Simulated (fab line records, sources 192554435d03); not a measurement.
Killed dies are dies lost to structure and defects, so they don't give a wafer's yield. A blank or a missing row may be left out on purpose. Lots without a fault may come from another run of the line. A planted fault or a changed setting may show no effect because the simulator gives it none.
fab line records | flow n5_finfet
record lots=7 wafers=21
route steps=1938 shown ZERO_LAYER@16 WELL_APT@25 FIN_SAQP@96
start_h: hours from the record's first day to the start of the lot's first wafer shown | wait_h: hours since the lot's step before | " the same as in the row above | L1.1+2: a row that stands for several wafers | - no value, or no start given | * or withheld: withheld | < > ~ a bound
route shown NAME@n: a module of which the file shows steps, and the number in the route of the first | usual: mean/standard deviation of fault-free wafers | same: alike in all rows | chamber/n: place in a boat | sites: the reading at each site | _std_site: their standard deviation | _edge_site: outer sites' mean less inner sites' | radius_mm: how far each site lies from the wafer's centre | mask NAME#n: copy n | behind: the tool/chamber that last shaped the wafer | hold: why the lot was held/for how many hours/how that ended | device: the transistor (n, p or np) that didn't switch | end of line: the same wafers' tests at the end of the route | a step without rows: its recipe alone | killed: dies lost to structure and defects at the first sort, not the wafer's yield | map: a wafer's dies, x killed, . not, _ none there
set.NAME: the setting as run; set.NAME@STEP: as run at that earlier step | model.NAME: the simulator's own value behind a step, which no gauge read
lots whose settings were changed on purpose; a table a step, a row a wafer
## steps
# step N5_ZERO_LAYER_ETCH_18
# recipe chemistry=HBr/Cl2 target=Si target_depth_a=1200 time_s=40 pressure_mtorr=10 icp_w=800 bias_w=75 HBr_flow_sccm=150 Cl2_flow_sccm=80
# columns lot.wafer tool chamber start_h wait_h set.icp_w model.ZERO_LAYER.feature_depth_nm model.etch.depth_nm
L078.1 rie_si-06 2 36.79 0.0 800 119.7 119.7
L078.3 " 1 " " 937.3 128.9 128.9
L078.4 " 0 " " 937.3 128.6 128.6
L081.3 rie_si-06 3 54.88 0.0 800 120.7 120.7
L081.4 " 2 " " 800 119.3 119.3
L081.6 " 1 " " 800 119.6 119.6
L083.2 rie_si-06 2 66.81 0.0 800 119.4 119.4
L083.3 " 0 " " 800 120 120
L083.4 " 1 " " 713.4 113.5 113.5
L084.1 rie_si-04 0 72.93 0.0 800 120.1 120.1
L084.4 " 2 " " 930.7 129.2 129.2
L084.5 " 0 " " 800 120.5 120.5
L085.2 rie_si-05 1 78.91 0.0 724.4 112.6 112.6
L085.4 " 0 " " 800 119.1 119.1
L085.5 " 1 " " 800 118.4 118.4
L095.1 rie_si-06 2 139.17 0.0 800 121.6 121.6
L095.4 " 0 " " 800 119.3 119.3
L095.6 " 2 " " 800 120.6 120.6
L097.1 rie_si-04 2 150.81 0.0 800 119 119
L097.2 " 3 " " 800 117.2 117.2
L097.4 " 0 " " 800 120 120
# step N5_WELL_APT_PEB_06
# recipe peb_temp_c=130 peb_time_s=90
# columns lot.wafer tool chamber start_h wait_h set.peb_time_s
L078.1+3+4 litho_track-05 0 37.50 0.1 96.96
L081.3+4+6 litho_track-05 0 55.53 0.0 90
L083.2+4 litho_track-05 0 67.59 0.0 90
L083.3 " 0 " " 110
L084.1+4 litho_track-01 0 73.78 0.1 90
L084.5 " 0 " " 83.96
L085.2+4+5 litho_track-05 0 79.57 0.0 90
L095.1+4 litho_track-02 0 141.42 0.1 108.9
L095.6 " 0 " " 90
L097.1+2+4 litho_track-05 0 151.47 0.1 90
# step N5_WELL_APT_DEVELOP_07
# recipe develop_time_s=45 rinse_liquid=surfactant_rinse dry=air_spin dev_temp_c=21
# step N5_WELL_APT_HARDBAKE_12
# recipe temp_c=130 time_s=120
# step N5_WELL_APT_CD_MEAS_08
# recipe target_cd_nm=200 landing_energy_ev=500 detector=se_inlens
# usual cd_nm=199.5/2
# columns lot.wafer tool chamber start_h wait_h set.peb_time_s@WELL_APT_PEB_06 cd_nm
L078.1 cd_sem-01 0 37.62 - 96.96 199.3
L078.3 " 0 " " 96.96 201.8
L078.4 " 0 " " 96.96 198.9
L081.3 cd_sem-01 0 55.65 - 90 199.3
L081.4 " 0 " " 90 197.4
L081.6 " 0 " " 90 197.9
L083.2 cd_sem-02 0 67.71 - 90 196.4
L083.3 " 0 " " 110 206.1
L083.4 " 0 " " 90 198.9
L084.1 cd_sem-02 0 73.90 - 90 199.3
L084.4 " 0 " " 90 200.3
L084.5 " 0 " " 83.96 197.6
L085.2 cd_sem-02 0 79.68 - 90 197.0
L085.4 " 0 " " 90 192.9
L085.5 " 0 " " 90 199.8
L095.1 cd_sem-03 0 141.54 - 108.9 206.7
L095.4 " 0 " " 108.9 208.1
L095.6 " 0 " " 90 196.1
L097.1 cd_sem-03 0 151.59 - 90 199.9
L097.2 " 0 " " 90 197.2
L097.4 " 0 " " 90 197.9
# step N5_WELL_APT_DESCUM_13
# recipe chemistry=O2 time_s=7.9 source_power_w=50 bias_power_w=20 pressure_mtorr=20 rf_frequency_hz=2.712e+07 temp_c=40 o2_flow_sccm=225
# columns lot.wafer tool chamber start_h wait_h set.peb_time_s@WELL_APT_PEB_06 model.WELL_APT.cd_nm
L078.1 rie_diel-05 0 37.70 0.0 96.96 199.3
L078.3 " 2 " " 96.96 201.9
L078.4 " 3 " " 96.96 199
L081.3 rie_diel-03 3 55.73 0.0 90 199.1
L081.4 " 1 " " 90 197.3
L081.6 " 0 " " 90 197.9
L083.2 rie_diel-05 2 67.79 0.0 90 196.2
L083.3 " 0 " " 110 206.4
L083.4 " 3 " " 90 198.9
L084.1 rie_diel-03 1 73.98 0.0 90 199.1
L084.4 " 2 " " 90 200.1
L084.5 " 2 " " 83.96 197.2
L085.2 rie_diel-05 2 79.77 0.0 90 196.9
L085.4 " 0 " " 90 192.9
L085.5 " 0 " " 90 199.6
L095.1 rie_diel-05 3 141.63 0.0 108.9 206.8
L095.4 " 0 " " 108.9 208.2
L095.6 " 0 " " 90 196.2
L097.1 rie_diel-03 3 152.31 0.7 90 200
L097.2 " 0 " " 90 197.5
L097.4 " 1 " " 90 198
# step N5_FIN_SAQP_HM_DEP_03
# recipe material=SiNx target_thk_a=380 temp_c=400 precursor=SiH4/NH3/N2 pressure_torr=1.5 rf_w=300 time_s=33.6
# columns lot.wafer tool chamber start_h wait_h set.time_s model.SiNx_of_FIN_SAQP_HM_DEP_03.thk_nm
L078.1 pecvd-02 0 45.73 0.2 33.6 37.56
L078.3 " 1 " " 33.6 38.62
L078.4 " 0 " " 33.6 38.95
L081.3 pecvd-04 2 62.98 0.2 33.6 38.54
L081.4 " 2 " " 33.6 38.09
L081.6 " 2 " " 33.6 37.99
L083.2 pecvd-04 0 74.80 0.2 33.6 37.67
L083.3 " 1 " " 33.6 38.24
L083.4 " 2 " " 33.6 38.86
L084.1 pecvd-04 1 81.17 0.2 33.6 37.93
L084.4 " 2 " " 33.6 38.62
L084.5 " 1 " " 33.6 38.34
L085.2 pecvd-04 2 90.39 0.2 33.6 38.21
L085.4 " 1 " " 33.6 38.4
L085.5 " 2 " " 35.32 40.73
L095.1 pecvd-01 0 149.43 0.2 35.05 39.42
L095.4 " 0 " " 33.6 38.6
L095.6 " 2 " " 33.6 38.46
L097.1 pecvd-04 2 159.72 0.2 36.62 39.99
L097.2 " 1 " " 33.6 37.23
L097.4 " 2 " " 36.62 41
# step N5_FIN_SAQP_THK_MEAS_05
# usual thk_nm=38.1/0.57
# columns lot.wafer tool chamber start_h wait_h set.time_s@FIN_SAQP_HM_DEP_03 thk_nm
L078.1 film_metro-01 - 45.85 0.1 33.6 37.5
L078.3 " - " " 33.6 38.7
L078.4 " - " " 33.6 38.9
L081.3 film_metro-01 - 63.12 0.1 33.6 38.6
L081.4 " - " " 33.6 38.0
L081.6 " - " " 33.6 38.0
L083.2 film_metro-02 - 74.89 0.1 33.6 37.7
L083.3 " - " " 33.6 38.2
L083.4 " - " " 33.6 38.9
L084.1 film_metro-01 - 81.26 0.1 33.6 37.9
L084.4 " - " " 33.6 38.6
L084.5 " - " " 33.6 38.3
L085.2 film_metro-02 - 90.48 0.1 33.6 38.2
L085.4 " - " " 33.6 38.4
L085.5 " - " " 35.32 40.8
L095.1 film_metro-02 - 149.51 0.1 35.05 39.4
L095.4 " - " " 33.6 38.6
L095.6 " - " " 33.6 38.5
L097.1 film_metro-01 - 159.81 0.1 36.62 40.0
L097.2 " - " " 33.6 37.2
L097.4 " - " " 36.62 41.0
# step N5_FIN_SAQP_PECVD_06
# recipe material=a-Si target_thk_a=600 temp_c=400 precursor=SiH4/He pressure_torr=3 rf_w=100 time_s=48.1
# columns lot.wafer tool chamber start_h wait_h set.time_s model.a-Si_of_FIN_SAQP_PECVD_06.thk_nm
L078.1 pecvd-04 2 46.01 0.0 48.1 59.4
L078.3 " 2 " " 48.1 60.03
L078.4 " 0 " " 48.1 59.2
L081.3 pecvd-04 2 63.46 0.1 48.1 61.42
L081.4 " 2 " " 48.1 61.83
L081.6 " 2 " " 48.1 60.81
L083.2 pecvd-02 2 75.01 0.0 48.1 59.12
L083.3 " 1 " " 50.92 63.16
L083.4 " 0 " " 50.92 63.3
L084.1 pecvd-04 2 81.38 0.0 48.1 60.93
L084.4 " 2 " " 43.16 54.8
L084.5 " 0 " " 43.16 54.41
L085.2 pecvd-01 1 90.60 0.0 48.1 59.71
L085.4 " 0 " " 48.1 61.4
L085.5 " 2 " " 48.1 60.81
L095.1 pecvd-02 0 149.63 0.0 48.1 60.54
L095.4 " 1 " " 48.1 60.25
L095.6 " 0 " " 48.1 61.69
L097.1 pecvd-02 0 159.92 0.0 48.1 60.01
L097.2 " 2 " " 48.1 59.87
L097.4 " 0 " " 48.1 60.17
# step N5_FIN_SAQP_THK_MEAS_07
# usual thk_nm=60.1/0.83
# columns lot.wafer tool chamber start_h wait_h set.time_s@FIN_SAQP_PECVD_06 thk_nm
L078.1 film_metro-02 - 46.12 0.1 48.1 59.4
L078.3 " - " " 48.1 60.0
L078.4 " - " " 48.1 59.2
L081.3 film_metro-01 - 63.60 0.1 48.1 61.4
L081.4 " - " " 48.1 61.8
L081.6 " - " " 48.1 60.8
L083.2 film_metro-02 - 75.10 0.1 48.1 59.1
L083.3 " - " " 50.92 63.1
L083.4 " - " " 50.92 63.3
L084.1 film_metro-02 - 81.46 0.1 48.1 60.9
L084.4 " - " " 43.16 54.8
L084.5 " - " " 43.16 54.4
L085.2 film_metro-02 - 90.69 0.1 48.1 59.7
L085.4 " - " " 48.1 61.4
L085.5 " - " " 48.1 60.9
L095.1 film_metro-02 - 149.72 0.1 48.1 60.5
L095.4 " - " " 48.1 60.3
L095.6 " - " " 48.1 61.7
L097.1 film_metro-02 - 160.01 0.1 48.1 60.0
L097.2 " - " " 48.1 59.9
L097.4 " - " " 48.1 60.1
# step N5_FIN_SAQP_HM_DEP_72
# recipe material=SiO2 target_thk_a=120 temp_c=400 precursor=SiH4/N2O pressure_torr=0.75 rf_w=275 time_s=7.2
# step N5_FIN_SAQP_COAT_49
# recipe resist=SOC temp_c=250 time_s=60 spin_rpm=1500 resist_thk_nm=100
# step N5_FIN_SAQP_HM_OPEN_73
# recipe chemistry=CHF3/O2 target=SiO2 stop_on=a-Si target_depth_a=120 over_etch_frac=1.8 mask_material=SOC time_s=16.8 pressure_mtorr=30 source_w=650 bias_w=170 Ar_flow_sccm=200 CHF3_flow_sccm=50 O2_flow_sccm=5 ion_energy_ev=200 ends=end_point
# step N5_FIN_SAQP_STRIP_74
# recipe chemistry=CHF3/O2 resist=SiARC rf_frequency_hz=6e+07
# step N5_FIN_SAQP_MANDREL_ETCH_22
# recipe target_depth_a=600 chemistry=HBr/Cl2 target=a-Si stop_on=SiNx bt_time_s=10 over_etch_frac=0.5 time_s=30 pressure_mtorr=10 icp_w=800 bias_w=75 HBr_flow_sccm=150 Cl2_flow_sccm=80 ends=end_point
# columns lot.wafer tool chamber start_h wait_h set.time_s@FIN_SAQP_PECVD_06 model.etch.depth_nm
L078.1 rie_si-06 1 47.01 0.0 48.1 59.35
L078.3 " 2 " " 48.1 60.03
L078.4 " 3 " " 48.1 59.18
L081.3 rie_si-06 3 64.47 0.0 48.1 61.41
L081.4 " 0 " " 48.1 61.76
L081.6 " 0 " " 48.1 60.81
L083.2 rie_si-04 1 75.96 0.0 48.1 59.12
L083.3 " 2 " " 50.92 63.13
L083.4 " 3 " " 50.92 63.26
L084.1 rie_si-06 2 82.96 0.0 48.1 60.92
L084.4 " 0 " " 43.16 54.8
L084.5 " 2 " " 43.16 54.41
L085.2 rie_si-05 3 91.60 0.0 48.1 59.69
L085.4 " 1 " " 48.1 61.4
L085.5 " 0 " " 48.1 60.67
L095.1 rie_si-05 2 150.60 0.0 48.1 60.48
L095.4 " 0 " " 48.1 60.18
L095.6 " 0 " " 48.1 61.69
L097.1 rie_si-04 3 161.42 0.0 48.1 59.99
L097.2 " 2 " " 48.1 59.87
L097.4 " 3 " " 48.1 60.17
# step N5_FIN_SAQP_STRIP_55
# recipe chemistry=N2/H2 power_w=500 temp_c=40 pressure_mtorr=50 rf_frequency_hz=6e+07 overash_fraction=0.3 bias_power_w=28 h2_frac=0.5 n2_flow_sccm=300 h2_flow_sccm=300
# step N5_FIN_SAQP_STRIP_23
# recipe chemistry=SPM time_s=750 temp_c=130 h2so4_h2o2_vol_ratio=4
# step N5_FIN_SAQP_SPACER2_ALD_28
# recipe material=SiO2 target_thk_a=81 temp_c=300 ald_precursor_family=BDEAS ald_co_reactant=O2-plasma pulse_time_s=1 purge_time_s=2 co_reactant_purge_time_s=2 pressure_torr=2
# step N5_FIN_SAQP_SPACER2_ETCHBACK_29
# recipe chemistry=CHF3/O2 mode=anisotropic_etchback target=SiO2 target_depth_a=122 time_s=6.1 pressure_mtorr=30 source_w=650 bias_w=170 Ar_flow_sccm=200 CHF3_flow_sccm=50 O2_flow_sccm=5 ion_energy_ev=200
# step N5_FIN_SAQP_MANDREL2_REMOVE_60
# recipe chemistry=HBr/Cl2/O2 bt_time_s=10 target=a-Si stop_on=SiNx endpoint=OES-SiCl over_etch_frac=1 icp_w=600 bias_w=22 HBr_flow_sccm=150 Cl2_flow_sccm=80 O2_flow_sccm=5 pressure_mtorr=10
# columns lot.wafer tool chamber start_h wait_h set.time_s@FIN_SAQP_HM_DEP_03 model.SiNx_of_FIN_SAQP_HM_DEP_03.thk_nm
L078.1 rie_si-06 1 50.56 0.1 33.6 37
L078.3 " 3 " " 33.6 38
L078.4 " 2 " " 33.6 38.4
L081.3 rie_si-04 0 67.82 0.1 33.6 38
L081.4+6 " 2,1 " " 33.6 37.4
L083.2 rie_si-04 1 79.20 0.1 33.6 37
L083.3 " 2 " " 33.6 37.6
L083.4 " 0 " " 33.6 38.2
L084.1 rie_si-06 2 86.60 0.1 33.6 37.2
L084.4 " 1 " " 33.6 37.8
L084.5 " 2 " " 33.6 37.4
L085.2 rie_si-05 0 95.58 0.1 33.6 37.4
L085.4 " 3 " " 33.6 37.6
L085.5 " 1 " " 35.32 40.2
L095.1 rie_si-05 2 153.85 0.1 35.05 38.8
L095.4 " 2 " " 33.6 38
L095.6 " 1 " " 33.6 37.8
L097.1 rie_si-04 3 164.86 0.1 36.62 39.4
L097.2 " 1 " " 33.6 36.6
L097.4 " 0 " " 36.62 40.4
# step N5_FIN_SAQP_HM_OPEN_33
# recipe chemistry=CH3F/O2 target=SiNx mask_material=SiO2 target_depth_a=494 time_s=70.6 pressure_mtorr=30 source_w=395 bias_w=73 Ar_flow_sccm=150 CH3F_flow_sccm=30 O2_flow_sccm=20 ion_energy_ev=120 ends=cleared
# columns lot.wafer tool chamber start_h wait_h set.time_s@FIN_SAQP_HM_DEP_03 model.etch.depth_nm
L078.1 rie_diel-04 2 50.87 0.2 33.6 36.93
L078.3 " 1 " " 33.6 37.99
L078.4 " 0 " " 33.6 38.32
L081.3 rie_diel-03 0 67.98 0.0 33.6 37.91
L081.4 " 1 " " 33.6 37.45
L081.6 " 3 " " 33.6 37.36
L083.2 rie_diel-03 3 79.36 0.0 33.6 37.04
L083.3 " 0 " " 33.6 37.6
L083.4 " 2 " " 33.6 38.24
L084.1 rie_diel-03 1 86.83 0.1 33.6 37.3
L084.4 " 2 " " 33.6 37.75
L084.5 " 2 " " 33.6 37.47
L085.2 rie_diel-04 1 95.74 0.0 33.6 37.34
L085.4 " 0 " " 33.6 37.56
L085.5 " 0 " " 35.32 40.1
L095.1 rie_diel-05 2 154.46 0.5 35.05 38.79
L095.4 " 0 " " 33.6 37.98
L095.6 " 3 " " 33.6 37.83
L097.1 rie_diel-04 1 165.18 0.2 36.62 39.37
L097.2 " 0 " " 33.6 36.6
L097.4 " 2 " " 36.62 40.37
# step N5_FIN_SAQP_ETCH_34
# recipe chemistry=C4F6/O2 target=SiO2 target_depth_a=450 time_s=15 ion_energy_ev=250 pressure_mtorr=30 source_w=345 bias_w=185 Ar_flow_sccm=300 C4F6_flow_sccm=10 O2_flow_sccm=10 ends=cleared
# columns lot.wafer tool chamber start_h wait_h set.time_s@FIN_SAQP_HM_DEP_03 model.SiNx_of_FIN_SAQP_HM_DEP_03.thk_nm
L078.1 rie_diel-04 2 50.94 0.0 33.6 34
L078.3 " 1 " " 33.6 35
L078.4 " 0 " " 33.6 35.4
L081.3 rie_diel-03 0 68.05 0.0 33.6 35
L081.4 " 1 " " 33.6 34.6
L081.6 " 3 " " 33.6 34.4
L083.2 rie_diel-03 3 79.43 0.0 33.6 34
L083.3 " 0 " " 33.6 34.6
L083.4 " 2 " " 33.6 35.2
L084.1+5 rie_diel-03 1,2 86.90 0.0 33.6 34.4
L084.4 " 2 " " 33.6 34.8
L085.2 rie_diel-04 1 95.81 0.0 33.6 34.4
L085.4 " 0 " " 33.6 34.6
L085.5 " 0 " " 35.32 37.2
L095.1 rie_diel-05 2 154.53 0.0 35.05 35.8
L095.4 " 0 " " 33.6 35.2
L095.6 " 3 " " 33.6 34.8
L097.1 rie_diel-04 1 165.25 0.0 36.62 36.4
L097.2 " 0 " " 33.6 33.6
L097.4 " 2 " " 36.62 37.4
# step N5_FIN_SAQP_STRIP_77
# recipe chemistry=N2/H2 time_s=90 power_w=100 temp_c=40 pressure_mtorr=100 rf_frequency_hz=6e+07 bias_power_w=3 n2_flow_sccm=300 h2_flow_sccm=300
# step N5_FIN_SAQP_ETCH_64
# recipe chemistry=CF4 target=SiO2 target_depth_a=15 ion_energy_ev=350 pressure_mtorr=10 icp_w=800 bias_w=400 cf4_flow_sccm=80
# step N5_FIN_SAQP_FIN_ETCH_36
# recipe chemistry=HBr/Cl2/O2 target_depth_a=1200 mask_material=SiNx time_s=50.4 bias_w=102 pressure_mtorr=10 icp_w=800 HBr_flow_sccm=150 Cl2_flow_sccm=80 O2_flow_sccm=12
# columns lot.wafer tool chamber start_h wait_h set.time_s@FIN_SAQP_HM_DEP_03 model.SiNx_of_FIN_SAQP_HM_DEP_03.thk_nm
L078.1 rie_si-05 1 51.15 0.0 33.6 20.8
L078.3 " 2 " " 33.6 21.6
L078.4 " 3 " " 33.6 22
L081.3 rie_si-06 2 68.26 0.0 33.6 21.6
L081.4 " 3 " " 33.6 21
L081.6 " 0 " " 33.6 21.2
L083.2 rie_si-05 0 79.65 0.0 33.6 20.8
L083.3+4 " 1,2 " " 33.6 21.6
L084.1 rie_si-05 2 87.11 0.0 33.6 20.8
L084.4 " 0 " " 33.6 21.6
L084.5 " 1 " " 33.6 21.4
L085.2 rie_si-06 3 96.02 0.0 33.6 20.6
L085.4 " 0 " " 33.6 21.4
L085.5 " 3 " " 35.32 23.4
L095.1 rie_si-04 0 154.75 0.0 35.05 22.8
L095.4 " 0 " " 33.6 22
L095.6 " 3 " " 33.6 21.8
L097.1 rie_si-05 3 165.47 0.0 36.62 23.2
L097.2 " 2 " " 33.6 20.2
L097.4 " 1 " " 36.62 24.4
## key
split step=N5_ZERO_LAYER_ETCH_18 setting=icp_w stated=800 by=wafer
response step=N5_ZERO_LAYER_ETCH_18 reading=model.ZERO_LAYER.feature_depth_nm change=+0.554 per=1% r=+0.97
response step=N5_ZERO_LAYER_ETCH_18 reading=model.etch.depth_nm change=+0.554 per=1% r=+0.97
split step=N5_WELL_APT_PEB_06 setting=peb_time_s stated=90 by=wafer
response step=N5_WELL_APT_CD_MEAS_08 reading=cd_nm change=+0.449 per=1% r=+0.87
response step=N5_WELL_APT_DESCUM_13 reading=model.WELL_APT.cd_nm change=+0.46 per=1% r=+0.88
split step=N5_FIN_SAQP_HM_DEP_03 setting=time_s stated=33.6 by=wafer
response step=N5_FIN_SAQP_HM_DEP_03 reading=model.SiNx_of_FIN_SAQP_HM_DEP_03.thk_nm change=+0.363 per=1% r=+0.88
response step=N5_FIN_SAQP_THK_MEAS_05 reading=thk_nm change=* per=1% r=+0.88
response step=N5_FIN_SAQP_MANDREL2_REMOVE_60 reading=model.SiNx_of_FIN_SAQP_HM_DEP_03.thk_nm change=+0.377 per=1% r=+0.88
response step=N5_FIN_SAQP_HM_OPEN_33 reading=model.etch.depth_nm change=+0.372 per=1% r=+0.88
response step=N5_FIN_SAQP_ETCH_34 reading=model.SiNx_of_FIN_SAQP_HM_DEP_03.thk_nm change=+0.374 per=1% r=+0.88
response step=N5_FIN_SAQP_FIN_ETCH_36 reading=model.SiNx_of_FIN_SAQP_HM_DEP_03.thk_nm change=+0.386 per=1% r=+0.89
split step=N5_FIN_SAQP_PECVD_06 setting=time_s stated=48.1 by=wafer
response step=N5_FIN_SAQP_PECVD_06 reading=model.a-Si_of_FIN_SAQP_PECVD_06.thk_nm change=+0.636 per=1% r=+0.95
response step=N5_FIN_SAQP_THK_MEAS_07 reading=thk_nm change=* per=1% r=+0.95
response step=N5_FIN_SAQP_MANDREL_ETCH_22 reading=model.etch.depth_nm change=+0.635 per=1% r=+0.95
